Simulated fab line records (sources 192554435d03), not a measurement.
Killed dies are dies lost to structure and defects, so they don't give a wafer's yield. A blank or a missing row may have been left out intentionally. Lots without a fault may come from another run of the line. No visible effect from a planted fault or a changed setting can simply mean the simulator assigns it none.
fab line records	flow n5Finfet
record lots=13	wafers=36	lastDay=18
route steps=1938 shown DUMMY_GATE@248 SD_EPI_N@292 SD_EPI_P@303
lots that met no fault: from a run of the same line without faults
startH: start of the lot's first displayed wafer, in hours after the record's first day	waitH: time in hours since the lot's previous step	" identical to the entry in the row above	L1.1+2: a single row standing in for several wafers	- no value, or no start given	* or withheld: withheld	< > ~ a bound
route shown NAME@n: names a module that has steps shown in the file, with the first one's number in the route	usual: mean and standard deviation over wafers with no fault	same: alike in all rows	chamber/n: place in a boat	sites: readings site by site	_std_site: standard deviation across them	_edge_site: inner sites' mean taken away from outer sites' mean	radiusMm: for every site, how far away it sits from the centre of the wafer	mask NAME#n: copy n	behind: the last tool/chamber to shape the wafer	hold: cause of the lot's hold/its duration in hours/its outcome	device: transistor that didn't switch, given as n, p or np	end of line: the same wafers' tests at the end of the route	a step given without rows: its recipe and nothing more	killed: dies that structure and defects cost at the first sort, which is not the same as the wafer's yield	map: a wafer's dies, marking killed ones x, the rest . and places with no die _
set.NAME: the setting that was run; set.NAME@STEP: the one run at that earlier step	model.NAME: the simulator's own value behind a step, which no gauge read
route steps across a sampled set of lots; one table per step, one row per wafer
services: from which hour (startH, from the record's first day; less than 0 if before it) a tool's chamber was out of use, for how many hours, and why
## steps
# step N5_DUMMY_GATE_ETCH_44
# recipe chemistry=HBr/O2	overEtchFrac=0.7	targetDepthA=1275	stopOn=SiO2	ionEnergyEv=60	biasW=20	target=poly-Si	maskMaterial=SiO2	pressureMtorr=20	icpW=400	HBr_flow_sccm=120	O2_flow_sccm=10
# usual drypumpMotorCurrentA=5.7/0.45	oesProductAu=0.725/0.013	throttleValvePct=18.52/0.13
lot.wafer	tool	chamber	startH	waitH	drypumpMotorCurrentA	oesProductAu	rfHoursCounterH	throttleValvePct
L744.1	rieSi-01	0	47.45	0.0	5.2	0.723	122	18.49
L744.4	"	3	"	"	5.1	0.745	200	18.54
L744.6	"	2	"	"	5.3	0.730	-	18.52
L745.1	rieSi-02	2	52.44	0.0	5.3	0.737	184	18.40
L745.4	"	0	"	"	6.3	0.731	10	18.34
L745.5	"	1	"	"	6.2	0.727	-	18.56
L747.1	rieSi-02	3	65.59	0.0	6.0	0.706	38	18.59
L747.4	"	0	"	"	6.3	0.746	10	18.34
L747.5	"	3	"	"	6.0	0.716	-	18.58
L749.4	rieSi-02	3	79.35	0.0	6.0	0.703	39	18.58
L749.5	"	0	"	"	6.3	0.744	-	18.36
L749.6	"	3	"	"	6.0	0.711	-	18.58
L750.2	rieSi-01	0	87.22	0.0	5.2	0.720	122	18.49
L750.3	"	1	"	"	5.3	0.716	111	18.62
L750.6	"	2	"	"	5.3	0.742	-	18.54
L751.1	rieSi-01	0	89.20	0.0	5.2	0.724	122	18.51
L751.4	"	2	"	"	5.3	0.726	-	18.52
L751.5	"	0	"	"	5.2	0.715	-	18.51
L753.1	rieSi-02	0	103.25	0.0	6.3	0.743	11	18.35
L753.4	"	2	"	"	5.3	0.736	185	18.38
L753.6	"	1	"	"	6.1	0.729	-	18.57
L756.1	rieSi-02	0	120.12	0.0	6.3	0.741	11	18.36
L756.4	"	1	"	"	6.2	0.739	7	18.55
L756.5	"	3	"	"	6.0	0.706	-	18.59
L755.3	rieSi-02	3	122.96	0.0	6.0	0.712	39	18.58
L755.4	"	0	"	"	6.3	0.734	11	18.35
L755.5	"	2	"	"	5.3	0.738	-	18.40
L757.4	rieSi-02	2	130.32	0.0	5.3	0.729	186	18.40
L757.6	"	2	"	"	5.3	0.738	-	18.39
L758.1	rieSi-02	1	136.70	0.0	6.2	0.731	7	18.56
L758.4	"	2	"	"	5.3	0.732	186	18.38
L760.5	rieSi-06	1	144.36	0.0	6.2	0.720	-	18.77
L760.6	"	0	"	"	5.9	0.734	-	18.50
L766.2	rieSi-02	3	182.45	0.0	6.0	0.718	40	18.57
L766.4	"	0	"	"	6.3	0.755	12	18.36
L766.6	"	3	"	"	6.0	0.718	-	18.58
# step N5_SD_EPI_N_PRECLEAN_49
# recipe chemistry=NF3:NH3	afsCycles=1	tempC=30	timeS=20	sublimationTempC=180	sublimationTimeS=60	pressureTorr=3	rfPowerW=30
# usual timeS=20/0
# same sublimationTimeS=60
lot.wafer	tool	chamber	startH	waitH	timeS
L744.1	remotePlasma-01	1	53.91	0.0	20
L744.4	"	1	"	"	20
L744.6	"	1	"	"	20
L745.1	remotePlasma-02	0	58.82	0.0	20
L745.4	"	0	"	"	20
L745.5	"	0	"	"	20
L747.1	remotePlasma-02	0	70.65	0.0	20
L747.4	"	0	"	"	20
L747.5	"	0	"	"	20
L749.4	remotePlasma-01	1	84.87	0.2	20
L749.5	"	1	"	"	20
L749.6	"	1	"	"	20
L750.2	remotePlasma-02	1	94.12	0.1	20
L750.3	"	1	"	"	20
L750.6	"	1	"	"	20
L751.1	remotePlasma-01	1	94.44	0.0	20
L751.4	"	1	"	"	20
L751.5	"	1	"	"	20
L753.1	remotePlasma-02	1	108.51	0.0	20
L753.4	"	1	"	"	20
L753.6	"	1	"	"	20
L756.1	remotePlasma-02	0	125.29	0.0	20
L756.4	"	0	"	"	20
L756.5	"	0	"	"	20
L755.3	remotePlasma-02	0	128.08	0.1	20
L755.4	"	0	"	"	20
L755.5	"	0	"	"	20
L757.4	remotePlasma-02	1	135.39	0.1	20
L757.6	"	1	"	"	26.352
L758.1	remotePlasma-02	0	144.16	0.0	26.352
L758.4	"	0	"	"	20
L760.5	remotePlasma-02	1	149.48	0.2	20
L760.6	"	1	"	"	26.352
L766.2	remotePlasma-01	1	187.54	0.1	20
L766.4	"	1	"	"	20
L766.6	"	1	"	"	20
# step N5_SD_EPI_P_CD_MEAS_09
# recipe targetCdNm=240	landingEnergyEv=500	detector=seInlens
# usual cdNm=239.7/0.61
lot.wafer	tool	chamber	startH	waitH	cdNm
L744.1	cdSem-01	0	54.63	-	239.3
L744.4	"	0	"	"	240.1
L744.6	"	0	"	"	240.0
L745.1	cdSem-01	0	59.67	-	238.5
L745.4	"	0	"	"	239.2
L745.5	"	0	"	"	238.9
L747.1	cdSem-02	0	71.75	-	240.1
L747.4	"	0	"	"	239.7
L747.5	"	0	"	"	240.4
L749.4	cdSem-02	0	85.51	-	239.6
L749.5	"	0	"	"	240.1
L749.6	"	0	"	"	239.1
L750.2	cdSem-03	0	94.94	-	239.0
L750.3	"	0	"	"	238.8
L750.6	"	0	"	"	239.8
L751.1	cdSem-01	0	95.29	-	239.2
L751.4	"	0	"	"	240.4
L751.5	"	0	"	"	240.0
L753.1	cdSem-02	0	110.00	-	240.0
L753.4	"	0	"	"	239.3
L753.6	"	0	"	"	239.0
L756.1	cdSem-01	0	126.06	-	239.4
L756.4	"	0	"	"	239.0
L756.5	"	0	"	"	240.4
L755.3	cdSem-02	0	128.88	-	238.2
L755.4	"	0	"	"	240.5
L755.5	"	0	"	"	239.2
L757.4	cdSem-02	0	136.15	-	240.2
L757.6	"	0	"	"	240.0
L758.1	cdSem-01	0	145.01	-	239.4
L758.4	"	0	"	"	239.7
L760.5	cdSem-01	0	150.09	-	240.0
L760.6	"	0	"	"	238.9
L766.2	cdSem-03	0	188.26	-	240.5
L766.4	"	0	"	"	239.9
L766.6	"	0	"	"	240.4
# step N5_SD_EPI_P_ETCHBACK_46
# recipe chemistry=CH3F/O2	mode=anisotropicEtchback	target=SiNx	targetDepthA=175	stopOn=SiO2	overEtchFrac=0.3	ionEnergyEv=120	pressureMtorr=30	sourceW=395	biasW=73	Ar_flow_sccm=150	CH3F_flow_sccm=30	O2_flow_sccm=20
# usual drypumpMotorCurrentA=5.8/0.48	oesProductAu=0.69/0.058	rfVppV=297.8/3	showerheadPlenumPTorr=2.01/0.059	throttleValvePct=16.19/0.16
lot.wafer	tool	chamber	startH	waitH	drypumpMotorCurrentA	oesProductAu	rfHoursCounterH	rfVppV	showerheadPlenumPTorr	throttleValvePct
L744.1	rieDiel-06	0	55.14	0.0	6.2	0.62	192	292.5	1.99	16.17
L744.4	"	3	"	"	5.8	0.71	72	295.9	1.95	16.42
L744.6	"	0	"	"	6.2	0.63	-	293.8	1.99	16.17
L745.1	rieDiel-02	2	60.38	0.0	6.1	0.75	30	305.7	2.04	16.30
L745.4	"	0	"	"	5.8	0.72	-	299.4	2.04	15.97
L745.5	"	0	"	"	5.7	0.72	-	299.5	2.04	15.96
L747.1	rieDiel-05	3	72.26	0.0	5.8	0.68	113	299.7	2.09	15.97
L747.4	"	0	"	"	5.0	0.68	-	299.6	2.09	16.15
L747.5	"	3	"	"	5.8	0.67	-	299.3	2.09	15.98
L749.4	rieDiel-06	0	86.01	0.0	6.2	0.61	201	294.6	1.99	16.21
L749.5	"	2	"	"	6.5	0.61	-	295.5	1.97	16.54
L749.6	"	3	"	"	5.8	0.71	-	295.7	1.95	16.43
L750.2	rieDiel-02	1	95.44	0.0	6.4	0.80	7	298.6	2.14	16.16
L750.3	"	3	"	"	4.7	0.73	44	299.0	1.94	15.97
L750.6	"	1	"	"	6.4	0.80	-	299.5	2.14	16.17
L751.1	rieDiel-05	2	95.79	0.0	5.3	0.84	6	298.1	1.97	16.07
L751.4	"	0	"	"	5.1	0.67	139	298.5	2.09	16.16
L751.5	"	1	"	"	6.0	0.66	-	294.3	2.00	16.04
L753.1	rieDiel-06	3	110.50	0.0	5.8	0.71	84	296.4	1.94	16.44
L753.4	"	0	"	"	6.2	0.61	205	294.2	1.99	16.21
L753.6	"	0	"	"	6.2	0.61	-	293.6	1.99	16.19
L756.1	rieDiel-02	1	126.56	0.0	6.4	0.78	14	300.7	2.14	16.19
L756.4	"	0	"	"	5.8	0.71	82	300.3	2.03	16.00
L756.5	"	1	"	"	6.4	0.78	-	299.3	2.14	16.20
L755.3	rieDiel-05	1	129.38	0.0	6.0	0.66	139	293.5	2.00	16.06
L755.4	"	1	"	"	6.0	0.66	-	294.5	2.00	16.06
L755.5	"	3	"	"	5.8	0.66	-	299.2	2.09	16.01
L757.4	rieDiel-06	1	136.75	0.1	5.2	0.71	-	301.7	1.94	16.22
L757.6	"	0	"	"	6.2	0.61	-	293.3	1.98	16.23
L758.1	rieDiel-06	0	145.51	0.0	6.2	0.61	216	295.3	1.98	16.22
L758.4	"	3	"	"	5.9	0.69	95	297.3	1.94	16.46
L760.5	rieDiel-05	0	150.64	0.1	5.0	0.67	-	299.1	2.08	16.18
L760.6	"	3	"	"	5.8	0.66	-	298.6	2.09	16.01
L766.2	rieDiel-06	3	188.76	0.0	5.8	0.68	105	297.1	1.94	16.47
L766.4	"	2	"	"	6.6	0.60	237	296.6	1.97	16.60
L766.6	"	0	"	"	6.2	0.60	-	293.7	1.98	16.24
## services
tool	chamber	startH	hours	kind
rieDiel-02	1	27.13	-	clean
rieDiel-02	1	27.13	-	consumableReplace:esc
rieDiel-02	1	27.13	-	consumableReplace:focusRing
rieDiel-02	1	27.13	-	consumableReplace:showerhead
rieDiel-06	-	42.87	0.3	repair
rieDiel-05	0	46.17	9.6	repair
rieDiel-02	3	47.28	15.7	repair
rieDiel-05	2	55.74	-	clean
rieDiel-05	2	55.74	-	consumableReplace:focusRing
rieDiel-05	2	55.74	18.1	scheduledDown
rieDiel-05	2	55.74	18.1	ventCycle
rieSi-01	-	77.55	2.8	pm
rieSi-01	2	92.82	5.7	repair
rieDiel-02	0	96.26	6.7	repair
rieDiel-02	-	97.17	0.2	repair
rieDiel-02	-	112.60	2.8	pm
rieSi-01	0	118.83	8.0	repair
rieSi-06	1	120.58	5.2	repair
rieDiel-06	2	128.81	12.8	repair
rieSi-06	0	137.74	3.3	repair
remotePlasma-01	-	142.95	1.3	repair
rieDiel-06	-	143.51	0.7	repair
rieSi-06	2	151.38	4.6	repair
rieDiel-02	3	173.20	15.3	repair
## key
firstSign step=N5_SD_EPI_N_PRECLEAN_49	reading=timeS	direction=up	sigmas=99+	usual=*	struck=*
effect none on later readings
metAt N5_SD_EPI_N_PRECLEAN_49
struckLots L757,L758,L760
struckWafers L757.6,L758.1,L760.6
testerLeftOut L757,L758,L760
notActingAt N5_DUMMY_GATE_ETCH_44,N5_SD_EPI_P_CD_MEAS_09,N5_SD_EPI_P_ETCHBACK_46
onsetBetween 128.08 135.39
fault kind=processParameterDrift	tool=remotePlasma-02	chamber=-	onsetH=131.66	steps=N5_SD_EPI_N_PRECLEAN_49	channel=timeS	offset=*	shape=step	endH=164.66	scope=struckWafersOnly	actsIn=*	stated=*
# testerLeftOut: of these lots the tester's yield and bins aren't shown, on N5 and GAA mostly nor the transistor test; their killed dies are dies lost to structure and defects alone, not to doping, threshold or leakage, so they don't give the yield
